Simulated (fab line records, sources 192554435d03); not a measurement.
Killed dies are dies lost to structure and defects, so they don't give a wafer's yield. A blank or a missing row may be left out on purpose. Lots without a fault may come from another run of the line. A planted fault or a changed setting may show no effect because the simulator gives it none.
A struck lot beside a sound one | flow n5_finfet | 37 steps out of a route of 1938
Sound: wafers L704.4, L704.5, L704.6. Struck: wafers L701.2, L701.5, L701.6. The cause comes at the end.
At each step with rows: each side's tool, then ch and its chambers, then its first start. Under that, the readings that differ: sound wafers | struck wafers | difference of the means | sigmas: that difference in standard deviations of wafers without a fault.
alike: readings whose means differ by less than 2 such deviations, and words and numbers that are the same on both sides. not compared: withheld readings, readings that some wafer has no value for, bounds like >300 that may hide the same value, and numbers for which the record gives no deviation and whose values overlap.
The two part at a step that has a row with sigmas, a row that says differs or no value, or rows on one side only. Numbers that don't overlap but have no deviation are shown without sigmas and don't part them. A reading that every wafer of one side lacks parts them only if that side has two wafers or more.

first, 9 steps without rows for these wafers: N5_BEOL_M4_ANNEAL_95 (time 240 s); N5_BEOL_M4_SPUTTER_96 (material Cu, target thk 4.5 nm, time 8.29 s); N5_BEOL_M4_ECD_50 (material Cu, target thk 300 nm); N5_BEOL_M4_ANNEAL_51 (time 90 s); N5_BEOL_M4_CMP_52 (polishes, stops on SiOC, t overpolish 6.8 s, target thk 40 nm); N5_BEOL_M4_PRE_CLEAN_60 (time 15 s); N5_BEOL_M4_CO_CAP_55 (material Co, precursor CCTBA/H2, target thk 2 nm, time 102.1 s); N5_BEOL_M4_PRE_CLEAN_56 (time 15 s); N5_BEOL_M4_DEP_57 (deposits SiCN from 3MS/NH3, target thk 8 nm, time 14 s).
N5_BEOL_M4_RC_MEAS_101:
  sound on prober-02 ch 0, day 13 22:50; struck on prober-02 ch 0, day 12 21:55
  reading       | sound          | struck         | difference | sigmas
  DIBL_N (mV/V) | 34.2 34.4 33.5 | 37.7 37.2 37.3 | +3.4       | +2
  alike: DIBL_P, IOFF_N, IOFF_P, ION_N, ION_P, SS_N, SS_P, VT_N, VT_P
then, 24 steps without rows for these wafers: N5_BEOL_M5_ILD_DEP_00 (deposits SiCOH lowk from DEMS/porogen, target thk 140.64 nm, time 25.9 s); N5_BEOL_M5_CURE_79 (cures SiCOH lowk, time 240 s); N5_BEOL_M5_PECVD_70 (deposits SiO2 from TEOS/O2, target thk 16 nm, time 18 s); N5_BEOL_M5_HM_DEP_02 (deposits TiN, target thk 20 nm); N5_BEOL_M5_COAT_59 (time 60 s, resist thk 60 nm); N5_BEOL_M5_COAT_60 (time 60 s, resist thk 12 nm); N5_BEOL_M5_COAT_71 (time 60 s, resist thk 5 nm); N5_BEOL_M5_COAT_05 (resist thk 30 nm); N5_BEOL_M5_EBR_07; N5_BEOL_M5_SOFTBAKE_06 (time 60 s); N5_BEOL_M5_EXPOSE_08 (exposes mask M5, target cd 28 nm); N5_BEOL_M5_PEB_09 (peb time 60 s); N5_BEOL_M5_DEVELOP_10 (develop time 30 s); N5_BEOL_M5_DESCUM_16 (chemistry O2, time 7 s); N5_BEOL_M5_ETCH_72 (etches underlayer in N2/H2, target depth 6.5 nm, time 5.2 s); N5_BEOL_M5_ETCH_61 (etches SiARC in CF4, target depth 15.6 nm, time 26 s); N5_BEOL_M5_ETCH_62 (etches SOC in N2/H2, target depth 75 nm, overetch 15 nm, time 112.5 s); N5_BEOL_M5_STRIP_63 (strips in N2/H2); N5_BEOL_M5_STRIP_73 (strips in N2/H2); N5_BEOL_M5_STRIP_64 (strips in CF4); N5_BEOL_M5_HM_OPEN_17 (chemistry Cl2/BCl3, target TiN, target depth 20 nm, overetch 6 nm); N5_BEOL_M5_STRIP_19 (strips in O2); N5_BEOL_M5_COAT_65 (time 60 s, resist thk 60 nm); N5_BEOL_M5_COAT_66 (time 60 s, resist thk 12 nm).
N5_BEOL_M7_SPUTTER_48: material Cu, target thk 10 nm, time 1.667 s.
  sound on pvd_sputter-01, day 15 01:31; struck on pvd_sputter-03, day 14 03:57
  no value came back on the struck wafers for bias_v (V), cathode_dc_power_W (W), throttle_valve_pct (%); on the sound wafers bias_v (V) reads 59.7 61.1 59.8
N5_BEOL_M7_CMP_52: polishes, stops on SiCOH lowk, t overpolish 6.9 s, target thk 80 nm.
  sound on cmp-02 ch 0,2,3, day 15 02:19; struck on cmp-02 ch 1,2,3, day 14 04:35
  reading                | sound          | struck      | difference | sigmas
  time_to_endpoint_s (s) | 65.4 63.8 66.1 | 0.3 3.2 1.3 | -63.5      | -29
  alike: edge_zone_pressure_frac, motor_current_A, slurry_filter_dp_kPa
-- the record jumps here: 3 days lie between the struck wafers' starts before and after (it left off in module BEOL_M7 and takes up again in module PASSIVATION, whose first step shown is number 1936 of the route) --
N5_PASSIVATION_PROBE_49:
  sound on prober-02, day 18 08:57; struck on prober-02, day 17 03:27
  reading                  | sound          | struck         | difference | sigmas
  defect_limited_yield (%) | 89.7 89.6 90.2 | 0 0 0          | -90        | -56
  killed_at_M4_up          | 19 33 29       | 1092 1071 1084 | +1055      | +99 or more
  killed_dies              | 121 123 116    | 1180 1180 1180 | +1060      | +56
  killed_on_rim            | 19 18 22       | 152 152 152    | +132       | +33
  sort_bin_5_function (%)  | 5.6 6.3 6.3    | 96.2 95.8 96.4 | +90.1      | +91
  sort_n_pass              | 1059 1057 1064 | 0 0 0          | -1060      | -56
  sort_yield_pct (%)       | 89.7 89.6 90.2 | 0 0 0          | -90        | -56
  alike: killed_at_M0_to_M3, killed_at_contacts, killed_at_front_end, killed_at_other, killed_open, killed_short, sort_bin_6_memory

WHERE THEY PART
First at N5_BEOL_M4_RC_MEAS_101; last, within this record, at N5_PASSIVATION_PROBE_49.

WHY: what the simulator had put in
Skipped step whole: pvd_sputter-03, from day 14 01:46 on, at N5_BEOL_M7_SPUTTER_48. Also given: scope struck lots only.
